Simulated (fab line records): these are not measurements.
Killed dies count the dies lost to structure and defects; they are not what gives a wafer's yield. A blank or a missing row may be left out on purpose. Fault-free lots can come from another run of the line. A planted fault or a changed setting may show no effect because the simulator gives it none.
Which tool is to blame? -- flow nandHarc -- 13 lots with 34 wafers sampled at 6 steps, on a route of 1159 steps

WHAT THE GAUGES READ, wafer by wafer
NHARC_END_SORT_01.
lot,measured,on,killedAtArray,killedAtOther,killedAtPeriphery,killedDies,killedOpen,killedShort
L484,day 21 22:02,prober-02,147,1,1,149,0,3
L488,day 22 18:35,prober-02,117 117,1 0,4 2,122 119,4 4,0 0
L489,day 24 01:54,prober-01,117,4,4,125,3,1

WHAT TOOL EACH LOT RAN ON (gives the tool, then ch and the chambers of the sampled wafers, and finally the start)
lot,NHARC_A_CONTACT_ETCH_114,NHARC_A_CONTACT_DESCUM_74,NHARC_A_CONTACT_ETCH_75,NHARC_A_CONTACT_ETCH_126,NHARC_A_CONTACT_ETCH_127
L478,"harCapEtch-02 ch 0,1, day 16 14:07","rieDiel-11 ch 0,1,2, day 16 19:44","rieDiel-11 ch 0,1,2, day 16 19:50","harCapEtch-02 ch 0,1, day 16 21:14","harCapEtch-02 ch 0,1, day 16 21:23"
L477,"harCapEtch-03 ch 0,1, day 16 14:19","rieDiel-05 ch 0,1, day 16 19:53","rieDiel-05 ch 2,3, day 16 19:58","harCapEtch-03 ch 0,1, day 16 21:21","harCapEtch-03 ch 0,1, day 16 21:29"
L479,"harCapEtch-03 ch 0,1, day 16 16:45","rieDiel-11 ch 0,1,3, day 16 22:01","rieDiel-11 ch 1,2,3, day 16 22:07","harCapEtch-01 ch 0,1, day 16 23:29","harCapEtch-01 ch 0,1, day 16 23:38"
L482,"harCapEtch-03 ch 0,1, day 17 02:21","rieDiel-11 ch 0,1,3, day 17 07:41","rieDiel-11 ch 0,3, day 17 07:47","harCapEtch-02 ch 0,1, day 17 09:21","harCapEtch-02 ch 0,1, day 17 09:29"
L485,"harCapEtch-01 ch 0,1, day 17 20:10","rieDiel-11 ch 2,3, day 18 04:03","rieDiel-11 ch 0,2,3, day 18 04:11","harCapEtch-02 ch 0,1, day 18 05:45","harCapEtch-02 ch 0,1, day 18 05:53"
L484,"harCapEtch-03 ch 0, day 18 04:21","rieDiel-11 ch 0, day 18 15:08","rieDiel-11 ch 2, day 18 15:13","harCapEtch-03 ch 1, day 18 17:37","harCapEtch-03 ch 1, day 18 17:49"
L488,"harCapEtch-03 ch 0, day 19 04:48","rieDiel-05 ch 1, day 19 15:08","rieDiel-05 ch 2,3, day 19 15:19","harCapEtch-02 ch 1, day 19 16:47","harCapEtch-02 ch 1, day 19 16:56"
L489,"harCapEtch-03 ch 0, day 19 15:49","rieDiel-05 ch 3, day 20 03:41","rieDiel-05 ch 0, day 20 03:46","harCapEtch-01 ch 0, day 20 05:20","harCapEtch-01 ch 0, day 20 05:29"
L494,"harCapEtch-02 ch 0,1, day 20 11:26","rieDiel-11 ch 1,3, day 20 17:11","rieDiel-11 ch 1,2, day 20 17:16","harCapEtch-03 ch 0,1, day 20 19:23","harCapEtch-03 ch 0,1, day 20 19:32"
L496,"harCapEtch-02 ch 0,1, day 20 17:39","rieDiel-06 ch 0,1, day 21 04:17","rieDiel-06 ch 2,3, day 21 04:22","harCapEtch-03 ch 0,1, day 21 05:44","harCapEtch-03 ch 0,1, day 21 05:53"
L495,"harCapEtch-02 ch 0,1, day 21 11:09","rieDiel-06 ch 0,2,3, day 21 16:44","rieDiel-06 ch 1,2,3, day 21 16:49","harCapEtch-02 ch 0,1, day 21 18:12","harCapEtch-02 ch 0,1, day 21 18:20"
L500,"harCapEtch-02 ch 0,1, day 22 06:02","rieDiel-06 ch 1,2, day 22 11:26","rieDiel-06 ch 0,2,3, day 22 11:31","harCapEtch-03 ch 0,1, day 22 12:53","harCapEtch-03 ch 0,1, day 22 13:02"
L499,"harCapEtch-01 ch 0,1, day 22 06:35","rieDiel-05 ch 1,2, day 22 11:53","rieDiel-05 ch 2,3, day 22 12:05","harCapEtch-02 ch 0,1, day 22 13:31","harCapEtch-02 ch 0,1, day 22 13:40"
- NHARC_A_CONTACT_ETCH_114: etches the open film in C4F8/O2/Ar, time 94 s, target depth 922 nm.
- NHARC_A_CONTACT_DESCUM_74: chemistry O2, time 3 s.
- NHARC_A_CONTACT_ETCH_75: etches the open film in CF4, target depth 39 nm, time 65 s.
- NHARC_A_CONTACT_ETCH_126: etches the open film in C4F8/O2/Ar, time 155 s, target depth 956 nm.
- NHARC_A_CONTACT_ETCH_127: etches the open film in C4F8/O2/Ar, time 155 s, target depth 956 nm.

WHAT THE TOOLS THEMSELVES READ (means of the sampled wafers that have a number; where no wafer has one, the mark that the record gives instead)
NHARC_A_CONTACT_DESCUM_74.
lot,tool,drypumpMotorCurrentA (A),oesProductAu (a.u.),rfVppV (V),showerheadPlenumPTorr (Torr),throttleValvePct (%)
L478,rieDiel-11,5.52,1.021,57.1,1.84,11.316
L477,rieDiel-05,5.57,0.988,58.3,1.83,11.316
L479,rieDiel-11,5.50,1.005,57.3,1.81,11.312
L482,rieDiel-11,5.52,1.007,57.9,1.81,11.312
L485,rieDiel-11,5.17,1.001,57.6,1.86,11.311
L484,rieDiel-11,5.60,1.016,56.5,1.77,11.297
L488,rieDiel-05,5.43,0.990,57.2,1.87,11.320
L489,rieDiel-05,5.35,1.022,58.8,2.04,11.307
L494,rieDiel-11,5.56,1.000,57.8,1.84,11.315
L496,rieDiel-06,5.60,0.986,58.4,2.01,11.304
L495,rieDiel-06,5.74,0.991,57.8,1.96,11.306
L500,rieDiel-06,6.09,0.996,57.4,1.86,11.311
L499,rieDiel-05,5.54,0.992,56.9,1.90,11.318

NHARC_A_CONTACT_ETCH_75.
lot,tool,cf4FlowSccm (sccm),drypumpMotorCurrentA (A),oesProductAu (a.u.),rfVppV (V),showerheadPlenumPTorr (Torr),throttleValvePct (%)
L478,rieDiel-11,150.2,5.54,1.002,151.5,1.70,13.287
L477,rieDiel-05,150.2,5.61,1.014,152.7,1.86,13.290
L479,rieDiel-11,150.0,5.37,1.002,150.0,1.71,13.280
L482,rieDiel-11,150.1,5.45,1.009,150.8,1.65,13.283
L485,rieDiel-11,150.3,5.32,1.005,150.3,1.69,13.288
L484,rieDiel-11,150.1,5.20,0.998,151.2,1.74,13.283
L488,rieDiel-05,149.8,5.55,1.010,153.1,1.86,13.280
L489,rieDiel-05,149.3,5.64,0.999,149.1,1.67,13.289
L494,rieDiel-11,150.1,5.59,0.990,151.0,1.73,13.287
L496,rieDiel-06,149.6,5.83,0.993,151.1,1.78,13.278
L495,rieDiel-06,150.3,5.97,0.996,150.8,1.75,13.288
L500,rieDiel-06,149.5,5.73,0.999,152.0,1.80,13.282
L499,rieDiel-05,150.4,5.61,1.013,152.1,1.85,13.287

THE ANSWER, worked out from the rows above alone
Rule: the lots themselves supply what counts as usual. The widest of any qualifying gaps counts: lots, ordered by their means at a reading, are off when they make up no more than a third of the lots, leave a main group of 4 or more, and stand apart from it by 3 or more times the standard deviation of that group's means. Not used: any main group whose means are identical at the precision the tables above print for the reading. A lot without any number at a reading at which 4 lots or more have one is off too. Where the step has rows for the other lots, those lots are counted as sound. First the gauges in route order, then the tools' own readings, where a lot's mean is used as printed above. At the first step where some lot is off, the reading lying furthest off is the one used; lots without a number count as furthest.
Nothing can be told from this: no lot is off at any reading shown.

WHAT THE SIMULATOR HAD PUT IN
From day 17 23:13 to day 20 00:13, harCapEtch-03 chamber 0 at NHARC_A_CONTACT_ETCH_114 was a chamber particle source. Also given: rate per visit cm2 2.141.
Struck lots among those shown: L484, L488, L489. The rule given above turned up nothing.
